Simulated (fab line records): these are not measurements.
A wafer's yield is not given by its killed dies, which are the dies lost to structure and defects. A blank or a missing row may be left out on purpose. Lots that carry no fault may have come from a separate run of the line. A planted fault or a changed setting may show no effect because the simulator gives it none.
A struck lot beside a sound one ; flow nandHarc ; 19 out of 1159 route steps
Sound: these wafers, L626.2, L626.4, L626.6. The struck wafers were L636.1, L636.4, L636.6. The cause is named last.
At each step with rows: each side's tool, then ch and its chambers, then its first start. Under that, the readings that differ: sound wafers ; struck wafers ; difference of the means ; sigmas: that difference in standard deviations of wafers without a fault.
alike: a reading whose means differ by less than 2 such deviations, as well as words and numbers matching on both sides. not compared: withheld readings; readings where some wafer has no value; bounds like >300 that might hide an equal value; numbers whose values overlap and for which the record gives no deviation.
Wherever a step has rows on one side only, a row that says differs or no value, or a row with sigmas, the two part there. Numbers that don't overlap but have no deviation are shown without sigmas and don't part them. A reading missing from all wafers of one side parts the sides only when that side holds two or more wafers.

NHARC_P_GATE_CD_MEAS_91: the cd target is 2000 nm.
  sound on cdSem-03 ch 0, day 6 16:56; struck on cdSem-03 ch 0, day 9 11:55
  alike: cdNm
then, 3 steps without rows for these wafers: NHARC_P_GATE_HARDBAKE_92 (time 80 s); NHARC_P_GATE_DESCUM_93 (chemistry O2, time 3 s); NHARC_P_GATE_IMPLANT_94.
NHARC_P_GATE_STRIP_113: strips in N2/H2, time 740 s.
  sound on plasmaAsher-01 ch 0,1, day 6 17:37; struck on plasmaAsher-02 ch 0,1, day 9 12:34
  alike: drypumpMotorCurrentA, heaterPowerW
  not compared: rfHoursCounterH
NHARC_P_GATE_STRIP_95: strips in O2.
  sound on plasmaAsher-01 ch 0,1, day 6 18:13; struck on plasmaAsher-02 ch 0,1, day 9 13:11
  alike: drypumpMotorCurrentA, heaterPowerW
  not compared: rfHoursCounterH
then, 3 steps without rows for these wafers: NHARC_P_GATE_STRIP_96 (strips in SPM, time 900 s); NHARC_P_GATE_RTA_64 (time 1 s); NHARC_P_GATE_ETCH_77 (etches SiO2 in dHF, target depth 6 nm).
NHARC_P_GATE_DEGAS_109: time 60 s.
  sound on pvdSputter-01 at day 6 19:05; struck on pvdSputter-01 at day 9 14:05
  alike: heaterPowerW
then, 2 steps without rows for these wafers: NHARC_P_GATE_PRE_CLEAN_110 (time 30 s); NHARC_P_GATE_SPUTTER_78 (material Ni, target thk 10 nm).
NHARC_P_GATE_SPUTTER_79: material TiN, target thk 10 nm.
  sound on pvdSputter-01 at day 6 19:16; struck on pvdSputter-01 at day 9 14:16
then, 2 steps without rows for these wafers: NHARC_P_GATE_RTA_80 (time 30 s); NHARC_P_GATE_STRIP_67 (strips in SPM, time 600 s).
NHARC_P_GATE_RTA_82: time 30 s.
  sound on rtpAnneal-01 ch 0, day 6 20:11; struck on rtpAnneal-01 ch 0, day 9 14:50
  alike: annealTempCMax, lampPowerPct, lamp_zone_4_pct, lamp_zone_5_pct, lamp_zone_6_pct, wafer_temp_C_max
NHARC_P_GATE_INSPECT_68:
  sound on defectInspect-01 at day 6 20:22; struck on defectInspect-01 at day 9 15:02
reading;sound;struck;difference;sigmas
rawDefectCount;145 160 118;1515 1427 1504;+1341;+15
NHARC_P_CONTACT_DEP_30: deposits SiNx, target thk 30 nm.
  sound on pecvd-01 ch 0,2, day 6 20:25; struck on pecvd-01 ch 0,1,2, day 9 15:06
  alike: heaterPowerW
-- record jumps: 15 days between struck wafers' starts before vs after; left off in module P_CONTACT, resumes in module END, first step shown is number 1159 of the route --
NHARC_END_SORT_01:
  the record has rows for the struck wafers here (prober-01 ch 0, day 24 18:52) and none for the sound ones

== WHERE THEY PART ==
Last at NHARC_END_SORT_01 as far as this record goes, first at NHARC_P_GATE_INSPECT_68.

WHY: the cause the simulator had injected
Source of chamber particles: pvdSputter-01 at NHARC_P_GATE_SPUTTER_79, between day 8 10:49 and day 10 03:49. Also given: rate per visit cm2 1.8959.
